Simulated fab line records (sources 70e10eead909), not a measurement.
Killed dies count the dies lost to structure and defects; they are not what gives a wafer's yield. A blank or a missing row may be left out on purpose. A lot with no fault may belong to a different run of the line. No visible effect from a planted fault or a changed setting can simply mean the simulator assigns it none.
Matching of chambers || flow nand_harc || NHARC_A_BLC_STRIP_21 on rie_diel-11 has 4 sister chambers
The step strips in O2. 8 wafers are shown with their chamber, then 11 later ones without.

EACH WAFER AND ITS CHAMBER
{"wafer": "L087.3", "chamber": 3, "showerhead_plenum_p_Torr (Torr)": 3.35, "drypump_motor_current_A (A)": 5.7}
{"wafer": "L091.1", "chamber": 0, "showerhead_plenum_p_Torr (Torr)": 3.32, "drypump_motor_current_A (A)": 5.5}
{"wafer": "L091.2", "chamber": 1, "showerhead_plenum_p_Torr (Torr)": 3.44, "drypump_motor_current_A (A)": 6.2}
{"wafer": "L091.5", "chamber": 2, "showerhead_plenum_p_Torr (Torr)": 3.50, "drypump_motor_current_A (A)": 5.6}
{"wafer": "L092.1", "chamber": 3, "showerhead_plenum_p_Torr (Torr)": 3.35, "drypump_motor_current_A (A)": 5.7}
{"wafer": "L092.3", "chamber": 1, "showerhead_plenum_p_Torr (Torr)": 3.44, "drypump_motor_current_A (A)": 6.1}
{"wafer": "L092.4", "chamber": 0, "showerhead_plenum_p_Torr (Torr)": 3.32, "drypump_motor_current_A (A)": 5.5}
{"wafer": "L095.2", "chamber": 2, "showerhead_plenum_p_Torr (Torr)": 3.49, "drypump_motor_current_A (A)": 5.6}

WAFERS WHOSE CHAMBER IS MISSING
{"wafer": "L095.5", "showerhead_plenum_p_Torr (Torr)": 3.32, "drypump_motor_current_A (A)": 5.5}
{"wafer": "L095.6", "showerhead_plenum_p_Torr (Torr)": 3.44, "drypump_motor_current_A (A)": 6.2}
{"wafer": "L094.3", "showerhead_plenum_p_Torr (Torr)": 3.44, "drypump_motor_current_A (A)": 6.2}
{"wafer": "L094.4", "showerhead_plenum_p_Torr (Torr)": 3.32, "drypump_motor_current_A (A)": 5.5}
{"wafer": "L094.5", "showerhead_plenum_p_Torr (Torr)": 3.32, "drypump_motor_current_A (A)": 5.5}
{"wafer": "L096.1", "showerhead_plenum_p_Torr (Torr)": 3.35, "drypump_motor_current_A (A)": 5.7}
{"wafer": "L096.3", "showerhead_plenum_p_Torr (Torr)": 3.32, "drypump_motor_current_A (A)": 5.5}
{"wafer": "L096.5", "showerhead_plenum_p_Torr (Torr)": 3.35, "drypump_motor_current_A (A)": 5.7}
{"wafer": "L097.1", "showerhead_plenum_p_Torr (Torr)": 3.32, "drypump_motor_current_A (A)": 5.5}
{"wafer": "L097.2", "showerhead_plenum_p_Torr (Torr)": 3.49, "drypump_motor_current_A (A)": 5.6}
{"wafer": "L097.5", "showerhead_plenum_p_Torr (Torr)": 3.32, "drypump_motor_current_A (A)": 5.5}

WHICH CHAMBER EACH WENT THROUGH
{"wafer": "L095.5", "from the rows above": 0, "in truth": 0}
{"wafer": "L095.6", "from the rows above": 1, "in truth": 1}
{"wafer": "L094.3", "from the rows above": 1, "in truth": 1}
{"wafer": "L094.4", "from the rows above": 0, "in truth": 0}
{"wafer": "L094.5", "from the rows above": 0, "in truth": 0}
{"wafer": "L096.1", "from the rows above": 3, "in truth": 3}
{"wafer": "L096.3", "from the rows above": 0, "in truth": 0}
{"wafer": "L096.5", "from the rows above": 3, "in truth": 3}
{"wafer": "L097.1", "from the rows above": 0, "in truth": 0}
{"wafer": "L097.2", "from the rows above": 2, "in truth": 2}
{"wafer": "L097.5", "from the rows above": 0, "in truth": 0}
11 of 11 placed correctly. Number that these rows cannot place: 0. Placed wrongly: 0.
How it was worked out, from the rows above alone: a wafer's distance from a chamber is the root of the sum, over the readings, of the square of ((its reading less the chamber's mean) divided by the reading's scatter). If the next closest chamber is less than 2 further off than the closest, the wafer can't be placed; otherwise it belongs to the closest. Each chamber's mean is taken over the wafers shown for it. The scatter: take each reading less its chamber's mean, square it, sum over the shown wafers, divide by the number of wafers less the number of chambers, and take the root.
